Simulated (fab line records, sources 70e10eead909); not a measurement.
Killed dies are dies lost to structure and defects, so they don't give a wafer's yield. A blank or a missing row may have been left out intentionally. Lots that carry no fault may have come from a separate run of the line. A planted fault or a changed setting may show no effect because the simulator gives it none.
The tool behind it: which one? ; flow nand_harc ; 40 wafers from 14 lots sampled at 5 of the route's 1302 steps

## WHAT THE GAUGES SHOWED, per wafer
NHARC_P_BONDPAD_THK_MEAS_20: measures by xrf. Usual: thk_nm 160.7 nm, standard deviation 1.9.
lot;measured;on;thk_nm (nm);flag
L724;day 7 03:41;film_metro-02;162.0 158.7 159.0;
L725;day 7 08:44;film_metro-02;161.0 160.6 161.0;
L726;day 7 21:53;film_metro-01;163.7 160.9 164.4;
L729;day 8 17:53;film_metro-01;162.2 160.3 159.0;
L730;day 9 03:01;film_metro-01;159.6 164.7 162.7;
L731;day 9 20:29;film_metro-01;159.1 159.0 162.4;
L733;day 10 19:33;film_metro-01;162.2 160.5 162.1;
L734;day 10 22:58;film_metro-02;159.0 161.7 162.6;
L735;day 11 11:37;film_metro-01;160.2 159.2 163.3;
L737;day 12 13:07;film_metro-01;157.3 161.7 159.3;
L738;day 13 01:17;film_metro-01;161.8 163.6;
L739;day 13 07:14;film_metro-01;162.0 158.6;
L746;day 15 18:43;film_metro-01;163.8 160.1 161.3;
L747;day 16 07:15;film_metro-02;159.2 158.5 155.5;

NHARC_A_ONON_D1_THK_MEAS_30: measures by ellipsometry. Usual: thk_nm 1002 nm, standard deviation 8.9.
lot;measured;on;thk_nm (nm);flag
L724;day 8 18:49;film_metro-01;992 993 992;
L725;day 9 02:48;film_metro-02;991 991 993;
L726;day 9 10:50;film_metro-02;1016 1016 1015;
L729;day 10 05:59;film_metro-02;1010 1008 1009;
L730;day 10 16:50;film_metro-01;994 996 995;
L731;day 11 08:22;film_metro-01;1006 1006 1008;
L733;day 12 08:15;film_metro-01;1007 1008 1008;
L734;day 12 08:11;film_metro-02;1007 1006 1009;
L735;day 13 02:05;film_metro-02;999 999 1000;
L737;day 14 05:38;film_metro-02;1622 1003 1623;OFF
L738;day 14 15:17;film_metro-01;1607 983;OFF
L739;day 14 20:34;film_metro-01;1623 1623;OFF
L746;day 17 05:26;film_metro-02;1000 996 997;
L747;day 17 20:11;film_metro-01;1006 1004 1005;

NHARC_END_SORT_01. Usual: killed_at_array 61, standard deviation 24; killed_at_other 1.2, standard deviation 1.3; killed_at_periphery 3.7, standard deviation 2.6; killed_dies 66, standard deviation 23; killed_open 3.3, standard deviation 1.8; killed_short 2.4, standard deviation 1.6.
lot;measured;on;killed_at_array;killed_at_other;killed_at_periphery;killed_dies;killed_open;killed_short;flag
L737;day 30 07:57;prober-01;668 53 673;2 1 2;7 7 2;677 61 677;4 3 3;1 1 4;OFF
L738;day 30 20:33;prober-01;668 44;3 3;6 2;677 49;1 3;2 2;OFF
L739;day 30 13:35;prober-02;671 674;2 0;4 3;677 677;4 3;3 2;OFF

## WHAT TOOL EACH LOT RAN ON (gives the tool, then ch and the chambers of the sampled wafers, and finally the start)
lot;NHARC_A_ONON_D1_DEP_28;NHARC_A_CHANNEL_HOLE_D1_DESCUM_15
L724;pecvd_onon-03 ch 0, day 8 18:18;rie_diel-06 ch 0,3, day 9 03:55
L725;pecvd_onon-03 ch 0, day 9 02:21;rie_diel-03 ch 0,2, day 9 09:56
L726;pecvd_onon-03 ch 0, day 9 10:23;rie_diel-08 ch 1,2,3, day 9 14:08
L729;pecvd_onon-01 ch 0, day 10 05:29;rie_diel-08 ch 1,2,3, day 10 09:24
L730;pecvd_onon-01 ch 0, day 10 16:19;rie_diel-08 ch 0,3, day 10 20:29
L731;pecvd_onon-02 ch 0, day 11 07:55;rie_diel-08 ch 1,2,3, day 11 13:21
L733;pecvd_onon-02 ch 0, day 12 07:47;rie_diel-06 ch 0,2,3, day 12 13:07
L734;pecvd_onon-03 ch 0, day 12 07:41;rie_diel-08 ch 0,2,3, day 12 11:32
L735;pecvd_onon-03 ch 0, day 13 01:35;rie_diel-08 ch 1,2,3, day 13 05:29
L737;pecvd_onon-03 ch 0, day 14 05:07;rie_diel-08 ch 2, day 14 09:10
L738;pecvd_onon-03 ch 0, day 14 14:47;rie_diel-08 ch 2, day 14 18:39
L739;pecvd_onon-03 ch 0, day 14 20:04;-
L746;pecvd_onon-01 ch 0, day 17 04:59;rie_diel-08 ch 1,2,3, day 17 12:42
L747;pecvd_onon-02 ch 0, day 17 19:40;rie_diel-03 ch 1,2,3, day 18 02:10
- NHARC_A_ONON_D1_DEP_28: target thk 1000 nm.
- NHARC_A_CHANNEL_HOLE_D1_DESCUM_15: chemistry O2, time 3 s.

## WHAT THE TOOLS THEMSELVES READ (means of the sampled wafers that have a number; where no wafer has one, the mark that the record gives instead)
NHARC_A_CHANNEL_HOLE_D1_DESCUM_15. Usual: drypump_motor_current_A 5.5 A, standard deviation 0.4; oes_product_au 0.995 a.u., standard deviation 0.011; rf_vpp_V 57.9 V, standard deviation 0.84; showerhead_plenum_p_Torr 1.92 Torr, standard deviation 0.08; throttle_valve_pct 11.312 %, standard deviation 0.0093.
lot;tool;drypump_motor_current_A (A);oes_product_au (a.u.);rf_vpp_V (V);showerhead_plenum_p_Torr (Torr);throttle_valve_pct (%);flag
L724;rie_diel-06;5.6;0.998;58.4;2.00;11.312;
L725;rie_diel-03;5.3;0.979;58.8;1.86;11.313;
L726;rie_diel-08;5.7;0.987;58.3;1.93;11.313;
L729;rie_diel-08;5.7;0.993;57.5;1.93;11.298;
L730;rie_diel-08;5.4;0.994;58.0;1.90;11.307;
L731;rie_diel-08;5.7;0.999;57.8;1.93;11.318;
L733;rie_diel-06;5.4;0.996;57.5;1.96;11.301;
L734;rie_diel-08;5.6;0.995;57.7;1.95;11.314;
L735;rie_diel-08;5.7;0.997;57.2;1.92;11.316;
L737;rie_diel-08;6.2;1.003;58.9;2.04;11.310;
L738;rie_diel-08;6.2;0.990;58.9;2.04;11.324;
L746;rie_diel-08;5.7;0.987;57.9;1.92;11.317;
L747;rie_diel-03;5.6;1.014;58.3;1.96;11.302;

## THE ANSWER, worked out from the rows above alone
Rule: a lot is off if the mean of its wafers that have a number lies more than 3 standard deviations from the usual mean. Also off: a lot with no number at a reading for which 4 or more lots have one. Where the step has rows for the other lots, those lots are counted as sound. Order of review: gauges by route order, followed by the tools' own readings, for which a lot's mean as printed above is used. At the first step where some lot is off, the reading lying furthest off is the one used; lots without a number count as furthest.
Off at NHARC_A_ONON_D1_THK_MEAS_30 (thk_nm): L737, L738, L739.
If a tool, at a process step before that reading, ran all the lots that are off and no sound lot after the first of them, it fits. Not tried: the gauges at NHARC_A_ONON_D1_THK_MEAS_30; whatever is off there is also off at NHARC_END_SORT_01, on other tools, and gauge error can't account for it. One fits: NHARC_A_ONON_D1_DEP_28 on pecvd_onon-03. Its last sound lot is L735 (day 13 01:35), its first lot that is off L737 (day 14 05:07): a fault that began between those two fits.

## WHAT HAD BEEN PUT IN BY THE SIMULATOR
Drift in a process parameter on pecvd_onon-03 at NHARC_A_ONON_D1_DEP_28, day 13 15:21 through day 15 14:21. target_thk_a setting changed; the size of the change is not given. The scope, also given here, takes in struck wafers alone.
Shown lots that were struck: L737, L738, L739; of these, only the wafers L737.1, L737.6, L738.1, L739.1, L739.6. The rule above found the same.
